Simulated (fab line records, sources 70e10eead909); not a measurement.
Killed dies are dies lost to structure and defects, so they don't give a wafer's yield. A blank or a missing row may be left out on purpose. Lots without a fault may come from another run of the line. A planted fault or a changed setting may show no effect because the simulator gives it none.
Which tool did it? | flow nand_harc | 13 lots, 39 wafers sampled, at 6 steps of a route of 1302

WHAT THE GAUGES READ, wafer by wafer
NHARC_P_M0_CD_MEAS_09: target cd 90 nm. Usual: cd_nm 90.4 nm, standard deviation 0.77.
lot  | measured     | on        | cd_nm (nm)     | flag
L144 | day 5 19:20  | cd_sem-02 | 89.6 91.7 91.2 |
L150 | day 8 09:34  | cd_sem-02 | 88.9 89.9 89.0 |
L154 | day 10 08:26 | cd_sem-03 | 95.0 82.3 71.2 | OFF
L155 | day 10 17:03 | cd_sem-02 | 90.6 91.7 91.6 |
L156 | day 10 21:14 | cd_sem-01 | 89.8 90.2 90.5 |
L159 | day 12 10:26 | cd_sem-02 | 90.5 90.0 90.3 |
L160 | day 13 03:32 | cd_sem-01 | 90.6 90.8 90.5 |
L161 | day 13 10:00 | cd_sem-02 | 89.7 89.6 91.2 |
L162 | day 13 10:41 | cd_sem-02 | 90.6 89.7 90.1 |
L163 | day 14 04:05 | cd_sem-03 | 90.1 89.6 90.5 |
L164 | day 14 04:46 | cd_sem-01 | 90.1 89.9 89.8 |
L165 | day 14 14:50 | cd_sem-03 | 90.3 90.0 89.1 |
L166 | day 15 00:54 | cd_sem-01 | 90.9 90.5 90.2 |

NHARC_P_M0_CD_MEAS_16. Usual: cd_nm 90.0 nm, standard deviation 1.1.
lot  | measured     | on        | cd_nm (nm)     | flag
L144 | day 5 19:55  | cd_sem-01 | 90.6 92.7 90.2 |
L150 | day 8 10:03  | cd_sem-01 | 89.5 90.8 88.7 |
L154 | day 10 08:58 | cd_sem-03 | 94.6 81.7 69.9 | OFF
L155 | day 10 17:32 | cd_sem-03 | 90.8 90.1 91.2 |
L156 | day 10 21:43 | cd_sem-02 | 88.6 89.9 91.2 |
L159 | day 12 10:55 | cd_sem-02 | 90.3 89.2 90.7 |
L160 | day 13 04:01 | cd_sem-01 | 92.2 91.5 90.7 |
L161 | day 13 10:29 | cd_sem-01 | 89.0 88.9 90.9 |
L162 | day 13 11:10 | cd_sem-02 | 90.5 89.0 90.1 |
L163 | day 14 04:48 | cd_sem-02 | 89.3 89.5 90.0 |
L164 | day 14 05:18 | cd_sem-01 | 89.5 89.5 89.8 |
L165 | day 14 15:19 | cd_sem-03 | 90.9 89.9 88.5 |
L166 | day 15 01:24 | cd_sem-01 | 90.1 89.8 89.2 |

WHICH TOOL RAN EACH LOT (tool, then ch and the chambers of the sampled wafers, then the start)
lot  | NHARC_P_CONTACT_ETCH_36                       | NHARC_P_CONTACT_DEGAS_38     | NHARC_P_M0_EXPOSE_06               | NHARC_P_M0_ETCH_34
L144 | rie_diel-01 ch 1,2, day 5 16:57 or earlier    | pvd_sputter-03, day 5 16:57  | arfi_scanner-03 ch 0, day 5 19:12  | rie_diel-02 ch 0,2, day 5 19:40
L150 | rie_diel-01 ch 0,1,2, day 8 07:10 or earlier  | pvd_sputter-03, day 8 07:10  | arfi_scanner-03 ch 0, day 8 09:25  | rie_diel-06 ch 1,3, day 8 09:50
L154 | rie_diel-05 ch 1,2, day 10 04:21              | pvd_sputter-03, day 10 06:09 | arfi_scanner-01 ch 0, day 10 08:17 | rie_diel-06 ch 0,3, day 10 08:43
L155 | rie_diel-12 ch 1,2,3, day 10 14:28 or earlier | pvd_sputter-03, day 10 14:28 | arfi_scanner-03 ch 0, day 10 16:55 | rie_diel-06 ch 1,2, day 10 17:19
L156 | rie_diel-12 ch 1,2,3, day 10 18:58 or earlier | pvd_sputter-02, day 10 18:58 | arfi_scanner-03 ch 0, day 10 21:05 | rie_diel-09 ch 0,1,2, day 10 21:30
L159 | rie_diel-01 ch 2,3, day 12 07:39 or earlier   | pvd_sputter-03, day 12 07:39 | arfi_scanner-03 ch 0, day 12 10:18 | rie_diel-02 ch 1,2,3, day 12 10:43
L160 | rie_diel-12 ch 0,1,2, day 13 01:07 or earlier | pvd_sputter-01, day 13 01:07 | arfi_scanner-02 ch 0, day 13 03:23 | rie_diel-09 ch 0,2,3, day 13 03:48
L161 | rie_diel-12 ch 0,1,2, day 13 07:43 or earlier | pvd_sputter-01, day 13 07:43 | arfi_scanner-02 ch 0, day 13 09:52 | rie_diel-06 ch 0,2,3, day 13 10:16
L162 | rie_diel-01 ch 0,1,3, day 13 07:47 or earlier | pvd_sputter-03, day 13 07:47 | arfi_scanner-01 ch 0, day 13 10:33 | rie_diel-02 ch 2,3, day 13 10:57
L163 | rie_diel-12 ch 0,2,3, day 14 01:39 or earlier | pvd_sputter-03, day 14 01:39 | arfi_scanner-03 ch 0, day 14 03:57 | rie_diel-06 ch 0,3, day 14 04:31
L164 | rie_diel-05 ch 0,1,2, day 14 02:23 or earlier | pvd_sputter-01, day 14 02:23 | arfi_scanner-02 ch 0, day 14 04:37 | rie_diel-02 ch 1,2,3, day 14 05:04
L165 | rie_diel-12 ch 0,1, day 14 12:27 or earlier   | pvd_sputter-01, day 14 12:27 | arfi_scanner-03 ch 0, day 14 14:41 | rie_diel-06 ch 1,2,3, day 14 15:06
L166 | rie_diel-05 ch 0,3, day 14 22:29 or earlier   | pvd_sputter-03, day 14 22:29 | arfi_scanner-01 ch 0, day 15 00:46 | rie_diel-02 ch 0,1, day 15 01:10
- NHARC_P_CONTACT_ETCH_36: etches the open film in N2/H2, target depth 260 nm, time 406.25 s.
- NHARC_P_CONTACT_DEGAS_38: time 60 s.
- NHARC_P_M0_EXPOSE_06: exposes mask P M0, target cd 90 nm.
- NHARC_P_M0_ETCH_34: etches the open film in N2/H2, target depth 40 nm, overetch 12 nm, time 43.94 s.

WHAT THE TOOLS THEMSELVES READ (means of the sampled wafers that have a number; where no wafer has one, the mark that the record gives instead)
NHARC_P_CONTACT_ETCH_36. Usual: drypump_motor_current_A 5.8 A, standard deviation 0.31; oes_product_au 1.002 a.u., standard deviation 0.016; rf_vpp_V 429.9 V, standard deviation 2.8; showerhead_plenum_p_Torr 2.02 Torr, standard deviation 0.1; throttle_valve_pct 14.172 %, standard deviation 0.009.
lot  | tool        | drypump_motor_current_A (A) | oes_product_au (a.u.) | rf_vpp_V (V) | showerhead_plenum_p_Torr (Torr) | throttle_valve_pct (%) | flag
L144 | rie_diel-01 | 6.2                         | 0.989                 | 428.4        | 1.95                            | 14.176                 |
L150 | rie_diel-01 | 6.1                         | 0.983                 | 428.0        | 1.97                            | 14.167                 |
L154 | rie_diel-05 | 5.9                         | 1.009                 | 431.9        | 2.09                            | 14.171                 |
L155 | rie_diel-12 | 5.5                         | 1.013                 | 431.4        | 2.10                            | 14.181                 |
L156 | rie_diel-12 | 5.5                         | 1.011                 | 431.9        | 2.10                            | 14.167                 |
L159 | rie_diel-01 | 6.0                         | 1.011                 | 427.9        | 1.92                            | 14.175                 |
L160 | rie_diel-12 | 5.7                         | 0.997                 | 430.7        | 2.02                            | 14.164                 |
L161 | rie_diel-12 | 5.6                         | 0.999                 | 430.9        | 2.02                            | 14.176                 |
L162 | rie_diel-01 | 5.9                         | 0.997                 | 427.9        | 1.95                            | 14.173                 |
L163 | rie_diel-12 | 5.7                         | 1.010                 | 430.3        | 2.04                            | 14.180                 |
L164 | rie_diel-05 | 5.9                         | 1.001                 | 430.5        | 2.03                            | 14.168                 |
L165 | rie_diel-12 | 6.0                         | 0.985                 | 431.2        | 2.04                            | 14.175                 |
L166 | rie_diel-05 | 5.9                         | 1.024                 | 429.9        | 1.98                            | 14.178                 |

NHARC_P_CONTACT_DEGAS_38. Usual: heater_power_w 473 W, standard deviation 47.
lot  | tool           | heater_power_w (W) | flag
L144 | pvd_sputter-03 | 498                |
L150 | pvd_sputter-03 | 531                |
L154 | pvd_sputter-03 | 484                |
L155 | pvd_sputter-03 | 483                |
L156 | pvd_sputter-02 | 483                |
L159 | pvd_sputter-03 | 485                |
L160 | pvd_sputter-01 | 425                |
L161 | pvd_sputter-01 | 515                |
L162 | pvd_sputter-03 | 481                |
L163 | pvd_sputter-03 | 458                |
L164 | pvd_sputter-01 | 469                |
L165 | pvd_sputter-01 | 472                |
L166 | pvd_sputter-03 | 480                |

NHARC_P_M0_EXPOSE_06. Usual: exposure_dose_mJ_cm2 81.22, standard deviation 0.09.
lot  | tool            | exposure_dose_mJ_cm2 | flag
L144 | arfi_scanner-03 | 81.29                |
L150 | arfi_scanner-03 | 81.22                |
L154 | arfi_scanner-01 | 87.25                | OFF
L155 | arfi_scanner-03 | 81.26                |
L156 | arfi_scanner-03 | 81.26                |
L159 | arfi_scanner-03 | 81.26                |
L160 | arfi_scanner-02 | 81.07                |
L161 | arfi_scanner-02 | 81.05                |
L162 | arfi_scanner-01 | 81.26                |
L163 | arfi_scanner-03 | 81.27                |
L164 | arfi_scanner-02 | 81.24                |
L165 | arfi_scanner-03 | 81.28                |
L166 | arfi_scanner-01 | 81.36                |

NHARC_P_M0_ETCH_34. Usual: drypump_motor_current_A 5.7 A, standard deviation 0.45; oes_product_au 1.004 a.u., standard deviation 0.012; rf_vpp_V 429.6 V, standard deviation 2.8; showerhead_plenum_p_Torr 2.01 Torr, standard deviation 0.1; throttle_valve_pct 14.171 %, standard deviation 0.0088.
lot  | tool        | drypump_motor_current_A (A) | oes_product_au (a.u.) | rf_vpp_V (V) | showerhead_plenum_p_Torr (Torr) | throttle_valve_pct (%) | flag
L144 | rie_diel-02 | 5.8                         | 1.008                 | 433.2        | 2.14                            | 14.170                 |
L150 | rie_diel-06 | 5.2                         | 0.993                 | 428.8        | 1.97                            | 14.172                 |
L154 | rie_diel-06 | 5.6                         | 1.000                 | 426.6        | 1.91                            | 14.163                 |
L155 | rie_diel-06 | 5.6                         | 0.990                 | 430.1        | 2.01                            | 14.173                 |
L156 | rie_diel-09 | 5.4                         | 1.002                 | 432.7        | 2.12                            | 14.172                 |
L159 | rie_diel-02 | 6.2                         | 1.019                 | 431.7        | 2.08                            | 14.178                 |
L160 | rie_diel-09 | 5.6                         | 1.012                 | 430.0        | 2.02                            | 14.173                 |
L161 | rie_diel-06 | 5.6                         | 0.996                 | 428.1        | 1.96                            | 14.167                 |
L162 | rie_diel-02 | 6.4                         | 1.011                 | 434.3        | 2.13                            | 14.178                 |
L163 | rie_diel-06 | 5.3                         | 1.017                 | 428.3        | 1.95                            | 14.174                 |
L164 | rie_diel-02 | 6.3                         | 1.015                 | 431.2        | 2.08                            | 14.173                 |
L165 | rie_diel-06 | 5.4                         | 1.017                 | 427.8        | 1.99                            | 14.168                 |
L166 | rie_diel-02 | 6.0                         | 1.003                 | 432.1        | 2.09                            | 14.172                 |

THE ANSWER, worked out from the rows above alone
Rule: a lot is off if the mean of its wafers that have a number lies more than 3 standard deviations from the usual mean. A lot without any number at a reading at which 4 lots or more have one is off too. The other lots that the step has rows for count as sound. The gauges are gone through in route order, then the tools' own readings, and for those a lot's mean is taken as printed above. The first step at which some lot is off is used, and at that step the reading that is off furthest; a lot without a number counts as furthest.
Off: L154, at NHARC_P_M0_CD_MEAS_09 (cd_nm).
A tool fits if, at a process step before that reading, it ran every lot that is off, and no sound lot after the first of them. The gauges at NHARC_P_M0_CD_MEAS_09 aren't tried: what is off there is off at NHARC_P_M0_EXPOSE_06 too, on other tools, and a gauge's error can't cause that. NHARC_P_CONTACT_ETCH_36 gives no start for some lots, so the hours and the order of its lots are those of NHARC_P_CONTACT_DEGAS_38. None of those tried fits.

WHAT THE SIMULATOR HAD PUT IN
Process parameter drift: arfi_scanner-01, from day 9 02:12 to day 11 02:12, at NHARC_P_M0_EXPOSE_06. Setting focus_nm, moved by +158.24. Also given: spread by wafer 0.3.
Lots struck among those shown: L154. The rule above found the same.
